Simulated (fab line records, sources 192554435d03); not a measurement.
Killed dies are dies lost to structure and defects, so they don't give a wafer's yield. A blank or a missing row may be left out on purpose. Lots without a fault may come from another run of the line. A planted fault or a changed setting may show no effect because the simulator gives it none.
Chamber matching | flow n5_finfet | N5_ILD0_ALD_15 on ald_sin-01: 4 sister chambers
The step deposits SiNx, target thk 24 nm, pulse time 1 s, ald cycles 480. 4 wafers are shown with their chamber, then 7 later ones without.

WAFERS WITH THEIR CHAMBER
wafer  | chamber | heater_power_w (W)
L093.1 | 3       | 743
L093.6 | 2       | 931
L094.2 | 0       | 747
L094.4 | 1       | 732

WAFERS WITHOUT THEIR CHAMBER
wafer  | heater_power_w (W)
L094.5 | 754
L095.3 | 747
L095.5 | 969
L095.6 | 747
L096.1 | 724
L096.4 | 963
L096.5 | 944

WHICH CHAMBER EACH WENT THROUGH
wafer  | from the rows above          | in truth
L094.5 | can't be placed: 0 or 3 or 1 | 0
L095.3 | can't be placed: 0 or 3 or 1 | 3
L095.5 | 2                            | 2
L095.6 | can't be placed: 0 or 3 or 1 | 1
L096.1 | can't be placed: 1 or 3 or 0 | 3
L096.4 | 2                            | 2
L096.5 | 2                            | 2
Placed correctly: 3 of 7. Can't be placed from these rows: 4 (the true chamber is among the candidates in 4). Placed wrongly: 0.
How it was worked out, from the rows above alone: a wafer's distance from a chamber is the root of the sum, over the readings, of the square of ((its reading less the chamber's mean) divided by the reading's scatter). The wafer belongs to the nearest chamber; if the next one is less than 2 further off, it can't be placed. A chamber's mean is the mean of its shown wafers. The scatter: with one shown wafer a chamber, the root of the mean of the squares of how far each hidden wafer lies from its nearest shown one.
